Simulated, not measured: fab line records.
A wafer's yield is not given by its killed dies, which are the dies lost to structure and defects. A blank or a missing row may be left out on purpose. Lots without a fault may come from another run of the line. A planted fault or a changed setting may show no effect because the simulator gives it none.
Lot-split experiment    flow n5 finfet    39 wafers read across 7 lots, on a route 1938 steps long

THE SPLIT ITSELF
At N5_HKMG_FIN_CVD_62 (deposits a-Si from Si2H6, target thk 3 nm, time 20.8 s), the setting time s was moved away from the recipe's 20.8 s on 9 of the 39 wafers read, by -53.1% to +49.2%. The other wafers ran this setting at the recipe's value.

The split's own step is where the reading is taken.

THE READING
a-Si_of_HKMG_FIN_CVD_62.thk nm (the simulator's own value, which no gauge read), in nm, at N5_HKMG_FIN_CVD_62 (deposits a-Si from Si2H6, target thk 3 nm, time 20.8 s). No usual value for it is given in the file. Here, 30 wafers ran the recipe; their average is 3.1 nm with a standard deviation of 0.12 nm.

wafer   tool, chamber at the split    time s as run, s  against the recipe  a-Si_of_HKMG_FIN_CVD_62.thk nm, nm  against lot-mates on the recipe
L079.1  thermal cvd si-02, 0,2        20.8              recipe              3                                   -
L079.6  thermal cvd si-02, 0,2        20.8              recipe              3                                   -
L079.2  thermal cvd si-02, 2,1,0      31.04             +49.2%              4.6                                 +1.5
L079.4  thermal cvd si-02, 2,1,0      31.04             +49.2%              4.6                                 +1.5
L079.5  thermal cvd si-02, 2,1,0      31.04             +49.2%              4.6                                 +1.5
L079.3  thermal cvd si-02, 1          20.8              recipe              3.2                                 -
L080.1  thermal cvd si-01, 0,1,1      20.8              recipe              3.2                                 -
L080.2  thermal cvd si-01, 0,1,1      20.8              recipe              3.2                                 -
L080.5  thermal cvd si-01, 0,1,1      20.8              recipe              3.2                                 -
L080.3  thermal cvd si-01, 2          20.8              recipe              2.8                                 -
L080.4  thermal cvd si-01, 0,2        20.8              recipe              3                                   -
L080.6  thermal cvd si-01, 0,2        20.8              recipe              3                                   -
L087.1  thermal cvd si-02, 1          20.8              recipe              3                                   -
L087.2  thermal cvd si-02, 2,0,2,0,1  20.8              recipe              3.2                                 -
L087.3  thermal cvd si-02, 2,0,2,0,1  20.8              recipe              3.2                                 -
L087.4  thermal cvd si-02, 2,0,2,0,1  20.8              recipe              3.2                                 -
L087.5  thermal cvd si-02, 2,0,2,0,1  20.8              recipe              3.2                                 -
L087.6  thermal cvd si-02, 2,0,2,0,1  20.8              recipe              3.2                                 -
L089.1  thermal cvd si-02, 2,2,1      12.58             -39.5%              2                                   -1.2
L089.4  thermal cvd si-02, 2,2,1      12.58             -39.5%              2                                   -1.2
L089.6  thermal cvd si-02, 2,2,1      12.58             -39.5%              2                                   -1.2
L089.2  thermal cvd si-02, 0          20.8              recipe              3.2                                 -
L089.3  thermal cvd si-02, 1          20.8              recipe              3                                   -
L089.5  thermal cvd si-02, 0          20.8              recipe              3.4                                 -
L094.2  thermal cvd si-01, 0          20.8              recipe              3                                   -
L094.3  thermal cvd si-01, 2          20.8              recipe              3.2                                 -
L094.4  thermal cvd si-01, 2          20.8              recipe              3.2                                 -
L096.1  thermal cvd si-01, 1,2,1,2    20.8              recipe              3.2                                 -
L096.2  thermal cvd si-01, 1,2,1,2    20.8              recipe              3.2                                 -
L096.5  thermal cvd si-01, 1,2,1,2    20.8              recipe              3.2                                 -
L096.6  thermal cvd si-01, 1,2,1,2    20.8              recipe              3.2                                 -
L096.3  thermal cvd si-01, 0          20.8              recipe              3                                   -
L096.4  thermal cvd si-01, 0          20.8              recipe              3                                   -
L097.1  thermal cvd si-02, 1,2        9.756             -53.1%              1.4                                 -1.7
L097.6  thermal cvd si-02, 1,2        9.756             -53.1%              1.4                                 -1.7
L097.2  thermal cvd si-02, 2          20.8              recipe              3                                   -
L097.3  thermal cvd si-02, 0          20.8              recipe              3.2                                 -
L097.5  thermal cvd si-02, 0          20.8              recipe              3.2                                 -
L097.4  thermal cvd si-02, 1          9.756             -53.1%              1.6                                 -1.5
When a row names more than one chamber, that row covers several wafers, and the file does not tell which wafer ran in which chamber.

THE FIT
A straight line over all 39 wafers: a-Si_of_HKMG_FIN_CVD_62.thk nm changes by +0.0302 nm for each +1% of time s; r = +0.99; the points scatter about the line by 0.11 nm.
The same after taking each lot's own level away (the mean of its wafers on the recipe; 39 wafers): +0.0311 nm for each +1%; r = +0.99; scatter 0.11 nm.
That fit puts the effect of the largest move of time s on the reading at 1.6 nm.
Measured against the standard deviation above, the lots' own levels, which go from 3.07 to 3.20 nm, span 1.1 times it.
Hence the lot-to-lot level has little effect on the slope; both slopes agree.
Check: for one of the wafers moved furthest among these (-53.1%), held out of the fit, the line's prediction against its lot-mates is -1.63 nm. Against them it came out at -1.73 nm.

THESE WAFERS: OTHER SPLITS
These wafers also went through other splits before the reading. Each is held against what the fit with the lots' levels taken away leaves over:
other split on the same wafers           wafers away from the commonest value  r with a-Si_of_HKMG_FIN_CVD_62.thk nm (lot level and that fit taken away)
N5_FIN_SAQP_SPACER2_ALD_28 target thk a  18                                    +0.01

FILE'S OWN FIT
a-Si_of_HKMG_FIN_CVD_62.thk nm changes by +0.0311 nm for each +1% of time s, r = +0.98.
